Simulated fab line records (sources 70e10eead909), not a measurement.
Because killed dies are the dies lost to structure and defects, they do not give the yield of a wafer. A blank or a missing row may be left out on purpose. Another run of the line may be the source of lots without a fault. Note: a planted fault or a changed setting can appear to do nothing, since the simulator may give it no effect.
Matching of chambers | flow nand-harc | rie-diel-06 running NHARC_A_BONDPAD_DESCUM_11: 4 sister chambers
The step chemistry O2, time 3 s. 18 wafers are shown with their chamber, then 9 later ones without.

## EACH WAFER AND ITS CHAMBER
wafer  | chamber | drypump-motor-current-A (A) | rf-vpp-V (V) | throttle-valve-pct (%)
L942.1 | 0       | 4.8                         | 58.1         | 11.306
L942.3 | 1       | 5.8                         | 57.4         | 11.319
L942.5 | 0       | 4.8                         | 56.7         | 11.318
L946.3 | 3       | 5.4                         | 57.4         | 11.308
L946.4 | 1       | 5.8                         | 56.6         | 11.321
L946.6 | 2       | 6.3                         | 57.4         | 11.320
L949.1 | 1       | 5.8                         | 57.2         | 11.308
L949.4 | 2       | 6.3                         | 57.0         | 11.301
L949.5 | 2       | 6.2                         | 58.2         | 11.303
L950.4 | 3       | 5.3                         | 58.4         | 11.298
L950.5 | 0       | 4.8                         | 56.9         | 11.316
L950.6 | 3       | 5.3                         | 58.3         | 11.310
L955.2 | 3       | 5.3                         | 58.2         | 11.310
L955.4 | 0       | 4.8                         | 58.3         | 11.321
L955.5 | 0       | 4.8                         | 57.0         | 11.312
L958.1 | 2       | 6.3                         | 56.5         | 11.328
L958.2 | 1       | 5.8                         | 56.0         | 11.309
L958.3 | 3       | 5.4                         | 58.5         | 11.298

SIGNATURES (averages over the wafers above)
reading                 | chamber 0 | chamber 1 | chamber 2 | chamber 3 | scatter within a chamber
drypump-motor-current-A | 4.800     | 5.800     | 6.275     | 5.340     | 0.0373
rf-vpp-V                | 57.400    | 56.800    | 57.275    | 58.160    | 0.639
throttle-valve-pct      | 11.31460  | 11.31425  | 11.31300  | 11.30480  | 0.00821
Rule: for a wafer and a chamber, the distance is found by dividing, reading by reading, the gap between the wafer's reading and the chamber's mean by the reading's scatter, squaring, summing and taking the root. If the next closest chamber is less than 2 further off than the closest, the wafer can't be placed; otherwise it belongs to the closest. How the scatter is found: for the shown wafers, subtract from each reading the mean of its chamber, square and add these, divide the total by (wafers less chambers), then take the root.

## WAFERS MISSING THEIR CHAMBER
wafer  | drypump-motor-current-A (A) | rf-vpp-V (V) | throttle-valve-pct (%)
L957.2 | 6.3                         | 57.1         | 11.307
L957.3 | 5.4                         | 57.7         | 11.310
L957.6 | 4.8                         | 57.7         | 11.294
L954.1 | 5.8                         | 57.7         | 11.323
L954.3 | 4.8                         | 57.0         | 11.308
L954.6 | 5.8                         | 56.5         | 11.329
L961.2 | 4.8                         | 58.0         | 11.294
L961.3 | 5.3                         | 57.3         | 11.315
L961.5 | 6.3                         | 56.5         | 11.306

## WHICH CHAMBER EACH ONE RAN IN
wafer  | from the rows above | in truth
L957.2 | 2                   | 2
L957.3 | 3                   | 3
L957.6 | 0                   | 0
L954.1 | 1                   | 1
L954.3 | 0                   | 0
L954.6 | 1                   | 1
L961.2 | 0                   | 0
L961.3 | 3                   | 3
L961.5 | 2                   | 2
Placed correctly: 9 of 9. Number that these rows cannot place: 0. Placed wrongly: 0.
